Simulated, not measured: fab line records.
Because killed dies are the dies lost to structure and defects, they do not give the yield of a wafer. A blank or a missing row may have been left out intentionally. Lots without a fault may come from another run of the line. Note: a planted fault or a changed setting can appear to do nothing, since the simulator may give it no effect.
A lot that was struck, set against a sound lot	flow nandHarc	39 out of 1302 route steps
Sound: the wafers L972.1, L972.2, L972.6. Struck: wafer L980.5; the same lot's L980.2 was not struck, so it is left out; see the end for the cause.
For every step that has rows: the tool of each side, followed by ch and its chambers, followed by its first start. Under that, the readings that differ: sound wafers	struck wafers	difference of the means	sigmas: that difference in standard deviations of wafers without a fault.
alike: readings with means less than 2 such deviations apart, plus words and numbers identical on both sides. not compared: withheld readings, readings lacking a value on some wafer, bounds such as >300 that could conceal the same value, and numbers that have no deviation in the record and whose values overlap.
The two part at a step that has a row with sigmas, a row that says differs or no value, or rows on one side only. Non-overlapping numbers with no deviation appear without sigmas and do not part them. Lack of a reading on every wafer of one side parts them only where that side has two or more wafers.

first, 5 steps without rows for these wafers: NHARC_A_WL_FILL_SRD_14; NHARC_A_WL_FILL_ALD_19 (deposits TiN, target thk 2 nm, pulse time 3 s, ald cycles 100); NHARC_A_WL_FILL_CVD_20 (deposits W, target thk 100 nm, time 74 s); NHARC_A_WL_FILL_CMP_12 (polishes, t overpolish 30 s, target thk 100 nm); NHARC_A_WL_FILL_SRD_31.
NHARC_A_WL_FILL_INSPECT_15:
  sound on defectInspect-01 at day 24 08:53; struck on defectInspect-02 at day 27 20:58
  alike: rawDefectCount
then, 1 step without rows for these wafers: NHARC_A_CONTACT_DEP_24 (deposits SiO2, target thk 500 nm).
NHARC_A_CONTACT_DEP_28: deposits aC, target thk 7000 nm.
  sound on aclDep-02 ch 0, day 24 12:28; struck on aclDep-03 ch 0, day 28 00:26
  alike: throttleValvePct
NHARC_A_CONTACT_DEP_29: deposits SiON, target thk 100 nm.
  sound on pecvd-01 ch 0,2, day 24 16:45; struck on pecvd-02 ch 1, day 28 01:56
  alike: heaterPowerW
then, 10 steps without rows for these wafers: NHARC_A_CONTACT_DEHYDRATE_32 (time 120 s); NHARC_A_CONTACT_HMDS_33 (time 30 s); NHARC_A_CONTACT_COAT_34 (time 75 s); NHARC_A_CONTACT_COAT_35 (time 65 s); NHARC_A_CONTACT_COAT_36 (resist thk 90 nm); NHARC_A_CONTACT_SOFTBAKE_37 (time 55 s); NHARC_A_CONTACT_EBR_38; NHARC_A_CONTACT_EXPOSE_39 (exposes mask A CC 3); NHARC_A_CONTACT_PEB_40 (peb time 65 s); NHARC_A_CONTACT_DEVELOP_41 (develop time 35 s).
NHARC_A_CONTACT_CD_MEAS_42: target cd 300 nm.
  sound on cdSem-03 ch 0, day 24 17:28; struck on cdSem-03 ch 0, day 28 02:36
  alike: cdNm
NHARC_A_CONTACT_OVL_MEAS_43:
  sound on overlay-01 at day 24 17:34; struck on overlay-02 at day 28 02:41
  alike: overlayXNm, overlayYNm
NHARC_A_CONTACT_INSPECT_44:
  sound on defectInspect-01 at day 24 17:36; struck on defectInspect-02 at day 28 02:43
  alike: rawDefectCount
then, 3 steps without rows for these wafers: NHARC_A_CONTACT_DESCUM_47 (chemistry O2, time 3 s); NHARC_A_CONTACT_ETCH_48 (etches the open film in CF4, target depth 39 nm, time 65 s); NHARC_A_CONTACT_ETCH_49 (etches the open film in N2/H2, target depth 260 nm, time 475.3 s).
NHARC_A_CONTACT_ETCH_50: etches the open film in CF4/CHF3, target depth 121 nm, time 60.5 s.
  sound: rieDiel-10 ch 1,2,3; struck: rieDiel-10 ch 3
  alike: chf3FlowSccm, drypumpMotorCurrentA, oesProductAu, rfVppV, showerheadPlenumPTorr, throttleValvePct
  not compared: rfHoursCounterH
then, 2 steps without rows for these wafers: NHARC_A_CONTACT_ETCH_51 (etches the open film in O2/COS, target depth 7000 nm, time 1820 s); NHARC_A_CONTACT_ETCH_111 (etches the open film in C4F8/O2/Ar, time 140 s, target depth 700 nm).
NHARC_A_CONTACT_ETCH_112: etches the open film in C4F8/O2/Ar, time 190 s, target depth 1850 nm.
  sound on harCapEtch-02 ch 0,1, day 24 19:41; struck on harCapEtch-02 ch 0, day 28 04:49
  not compared: rfHoursCounterH
then, 4 steps without rows for these wafers: NHARC_A_CONTACT_ETCH_113 (etches the open film in C4F8/O2/Ar, time 190 s, target depth 1850 nm); NHARC_A_CONTACT_ETCH_114 (etches the open film in C4F8/O2/Ar, time 190 s, target depth 1850 nm); NHARC_A_CONTACT_ETCH_115 (etches the open film in C4F8/O2/Ar, time 190 s, target depth 1850 nm); NHARC_A_CONTACT_ETCH_116 (etches the open film in C4F8/O2/Ar, time 190 s, target depth 1850 nm).
NHARC_A_CONTACT_ETCH_117: etches the open film in C4F8/O2/Ar, time 190 s, target depth 1850 nm.
  sound on harCapEtch-02 ch 0,1, day 24 20:32; struck on harCapEtch-02 ch 0, day 28 05:41
  not compared: rfHoursCounterH
then, 2 steps without rows for these wafers: NHARC_A_CONTACT_ETCH_118 (etches the open film in C4F8/O2/Ar, time 190 s, target depth 1850 nm); NHARC_A_CONTACT_ETCH_119 (etches the open film in C4F8/O2/Ar, time 190 s, target depth 1850 nm).
NHARC_A_CONTACT_ETCH_120: etches the open film in C4F8/O2/Ar, time 190 s, target depth 1850 nm.
  sound on harCapEtch-02 ch 0,1, day 24 21:04; struck on harCapEtch-02 ch 0, day 28 06:11
  not compared: rfHoursCounterH
then, 1 step without rows for these wafers: NHARC_A_CONTACT_ETCH_121 (etches the open film in C4F8/O2/Ar, time 190 s, target depth 1850 nm).
-- jump in the record: it breaks off in module A_CONTACT and resumes in module END (first step shown: number 1302 of the route), and 3 days separate the struck wafers' starts before and after --
NHARC_END_SORT_01:
  sound on prober-02 ch 0, day 27 14:17; struck on prober-01 ch 0, day 31 08:06
reading	sound	struck	difference	sigmas
killedAtArray	37 52 44	377	+333	+20
killedDies	47 55 50	385	+334	+19
killedOpen	1 2 5	7	+4	+3
  alike: killedAtOther, killedAtPeriphery, killedShort

WHERE THEY PART
Within this record, at NHARC_END_SORT_01 only.

WHY: what had been put in by the simulator
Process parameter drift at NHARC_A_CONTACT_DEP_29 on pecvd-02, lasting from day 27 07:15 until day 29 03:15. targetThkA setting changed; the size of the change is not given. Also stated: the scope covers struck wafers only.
